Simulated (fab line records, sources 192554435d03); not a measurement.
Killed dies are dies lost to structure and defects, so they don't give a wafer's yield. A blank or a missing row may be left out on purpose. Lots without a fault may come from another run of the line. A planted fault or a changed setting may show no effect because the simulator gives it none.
Chamber matching | flow n5_finfet | N5_BEOL_M9_CMP_52 on cmp-01: 4 sister chambers
The step polishes, stops on SiCOH lowk, t overpolish 7 s, target thk 140 nm. 8 wafers are shown with their chamber, then 12 later ones without.

WAFERS WITH THEIR CHAMBER
wafer  | chamber | motor_current_A (A) | time_to_endpoint_s (s)
L086.1 | 0       | 5.8                 | 71
L085.2 | 0       | 5.5                 | 66
L087.5 | 3       | 6.0                 | 64
L089.4 | 3       | 5.8                 | 64
L089.6 | 1       | 5.1                 | 62
L088.1 | 2       | 6.4                 | 65
L088.4 | 1       | 5.1                 | 60
L088.5 | 2       | 6.3                 | 64

WAFERS WITHOUT THEIR CHAMBER
wafer  | motor_current_A (A) | time_to_endpoint_s (s)
L090.1 | 6.0                 | 71
L090.5 | 5.8                 | 70
L090.6 | 5.2                 | 65
L095.1 | 5.7                 | 66
L095.3 | 5.3                 | 65
L095.6 | 6.3                 | 69
L097.1 | 5.9                 | 69
L097.3 | 5.2                 | 65
L097.6 | 6.0                 | 65
L096.1 | 5.3                 | 63
L096.3 | 6.5                 | 65
L096.4 | 5.9                 | 66

WHICH CHAMBER EACH WENT THROUGH
wafer  | from the rows above          | in truth
L090.1 | can't be placed: 0 or 3 or 2 | 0
L090.5 | can't be placed: 0 or 3      | 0
L090.6 | can't be placed: 1 or 0      | 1
L095.1 | can't be placed: 0 or 3      | 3
L095.3 | can't be placed: 1 or 0      | 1
L095.6 | can't be placed: 2 or 3      | 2
L097.1 | can't be placed: 0 or 3      | 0
L097.3 | can't be placed: 1 or 0      | 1
L097.6 | can't be placed: 3 or 2      | 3
L096.1 | 1                            | 1
L096.3 | 2                            | 2
L096.4 | can't be placed: 3 or 0      | 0
Placed correctly: 2 of 12. Can't be placed from these rows: 10 (the true chamber is among the candidates in 10). Placed wrongly: 0.
How it was worked out, from the rows above alone: a wafer's distance from a chamber is the root of the sum, over the readings, of the square of ((its reading less the chamber's mean) divided by the reading's scatter). The wafer belongs to the nearest chamber; if the next one is less than 2 further off, it can't be placed. A chamber's mean is the mean of its shown wafers. The scatter: the root of (the sum of the squares of (reading less its chamber's mean) over the shown wafers, divided by (wafers less chambers)).
